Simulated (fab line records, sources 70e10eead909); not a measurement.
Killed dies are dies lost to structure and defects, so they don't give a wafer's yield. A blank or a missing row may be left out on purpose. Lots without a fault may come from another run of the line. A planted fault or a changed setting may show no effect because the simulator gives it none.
Chamber matching | flow nand_harc | NHARC_A_BLC_ALD_23 on ald_metal-04: 4 sister chambers
The step deposits TiN, target thk 3 nm, pulse time 1 s, ald cycles 150. 8 wafers are shown with their chamber, then 9 later ones without.

WAFERS WITH THEIR CHAMBER
wafer  | chamber | heater_power_w (W) | precursor_pulse_height_rel
L083.6 | 3       | 1070               | 0.988
L089.3 | 2       | 1017               | 0.983
L085.1 | 3       | 1041               | 0.968
L085.2 | 0       | 940                | 1.017
L085.4 | 2       | 1044               | 0.999
L085.3 | 1       | 1226               | 1.034
L085.5 | 1       | 1210               | 1.004
L085.6 | 0       | 964                | 0.991

WAFERS WITHOUT THEIR CHAMBER
wafer  | heater_power_w (W) | precursor_pulse_height_rel
L094.1 | 1040               | 0.953
L094.2 | 1202               | 1.029
L094.3 | 923                | 1.022
L095.2 | 1006               | 0.994
L095.4 | 1037               | 0.995
L095.6 | 1056               | 1.030
L097.2 | 1051               | 1.045
L097.3 | 1226               | 0.991
L097.6 | 931                | 1.008

WHICH CHAMBER EACH WENT THROUGH
wafer  | from the rows above          | in truth
L094.1 | can't be placed: 3 or 2      | 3
L094.2 | 1                            | 1
L094.3 | 0                            | 0
L095.2 | can't be placed: 2 or 3 or 0 | 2
L095.4 | can't be placed: 2 or 3      | 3
L095.6 | can't be placed: 2 or 3      | 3
L097.2 | can't be placed: 2 or 3      | 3
L097.3 | 1                            | 1
L097.6 | 0                            | 0
Placed correctly: 4 of 9. Can't be placed from these rows: 5 (the true chamber is among the candidates in 5). Placed wrongly: 0.
How it was worked out, from the rows above alone: a wafer's distance from a chamber is the root of the sum, over the readings, of the square of ((its reading less the chamber's mean) divided by the reading's scatter). The wafer belongs to the nearest chamber; if the next one is less than 2 further off, it can't be placed. A chamber's mean is the mean of its shown wafers. The scatter: the root of (the sum of the squares of (reading less its chamber's mean) over the shown wafers, divided by (wafers less chambers)).
